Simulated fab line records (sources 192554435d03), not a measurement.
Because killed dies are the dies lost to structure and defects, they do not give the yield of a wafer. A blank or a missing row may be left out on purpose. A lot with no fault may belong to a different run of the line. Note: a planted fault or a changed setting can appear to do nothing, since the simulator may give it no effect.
Matching of chambers || flow n5Finfet || 4 sister chambers for N5_FIN_SAQP_STRIP_55 on rieDiel-01
The step strips in N2/H2. 8 wafers are shown with their chamber, then 7 later ones without.

== WAFERS, EACH WITH ITS CHAMBER ==
{"wafer": "L077.1", "chamber": 0, "drypumpMotorCurrentA (A)": 4.9, "showerheadPlenumPTorr (Torr)": 3.29}
{"wafer": "L077.5", "chamber": 2, "drypumpMotorCurrentA (A)": 6.3, "showerheadPlenumPTorr (Torr)": 3.34}
{"wafer": "L080.1", "chamber": 0, "drypumpMotorCurrentA (A)": 4.9, "showerheadPlenumPTorr (Torr)": 3.28}
{"wafer": "L080.5", "chamber": 3, "drypumpMotorCurrentA (A)": 4.8, "showerheadPlenumPTorr (Torr)": 3.34}
{"wafer": "L082.1", "chamber": 2, "drypumpMotorCurrentA (A)": 6.3, "showerheadPlenumPTorr (Torr)": 3.34}
{"wafer": "L082.6", "chamber": 1, "drypumpMotorCurrentA (A)": 4.7, "showerheadPlenumPTorr (Torr)": 3.48}
{"wafer": "L089.2", "chamber": 1, "drypumpMotorCurrentA (A)": 4.7, "showerheadPlenumPTorr (Torr)": 3.47}
{"wafer": "L089.5", "chamber": 3, "drypumpMotorCurrentA (A)": 4.9, "showerheadPlenumPTorr (Torr)": 3.33}

== WAFERS MISSING THEIR CHAMBER ==
{"wafer": "L089.6", "drypumpMotorCurrentA (A)": 6.3, "showerheadPlenumPTorr (Torr)": 3.33}
{"wafer": "L093.3", "drypumpMotorCurrentA (A)": 4.9, "showerheadPlenumPTorr (Torr)": 3.27}
{"wafer": "L093.5", "drypumpMotorCurrentA (A)": 6.3, "showerheadPlenumPTorr (Torr)": 3.33}
{"wafer": "L093.6", "drypumpMotorCurrentA (A)": 4.9, "showerheadPlenumPTorr (Torr)": 3.33}
{"wafer": "L095.3", "drypumpMotorCurrentA (A)": 6.3, "showerheadPlenumPTorr (Torr)": 3.33}
{"wafer": "L095.4", "drypumpMotorCurrentA (A)": 4.9, "showerheadPlenumPTorr (Torr)": 3.33}
{"wafer": "L095.5", "drypumpMotorCurrentA (A)": 4.7, "showerheadPlenumPTorr (Torr)": 3.47}

== THE CHAMBER EACH PASSED THROUGH ==
{"wafer": "L089.6", "from the rows above": 2, "in truth": 2}
{"wafer": "L093.3", "from the rows above": 0, "in truth": 0}
{"wafer": "L093.5", "from the rows above": 2, "in truth": 2}
{"wafer": "L093.6", "from the rows above": 3, "in truth": 3}
{"wafer": "L095.3", "from the rows above": 2, "in truth": 2}
{"wafer": "L095.4", "from the rows above": 3, "in truth": 3}
{"wafer": "L095.5", "from the rows above": 1, "in truth": 1}
Correct placement for 7 of the 7. From these rows, 0 cannot be placed. Wrongly placed: 0.
How it was worked out, from the rows above alone: a wafer's distance from a chamber is the root of the sum, over the readings, of the square of ((its reading less the chamber's mean) divided by the reading's scatter). If the next closest chamber is less than 2 further off than the closest, the wafer can't be placed; otherwise it belongs to the closest. The mean given for a chamber averages the wafers shown for that chamber. The scatter is the square root of a quotient: the sum, over the shown wafers, of each reading's squared deviation from its chamber's mean, divided by wafers minus chambers.
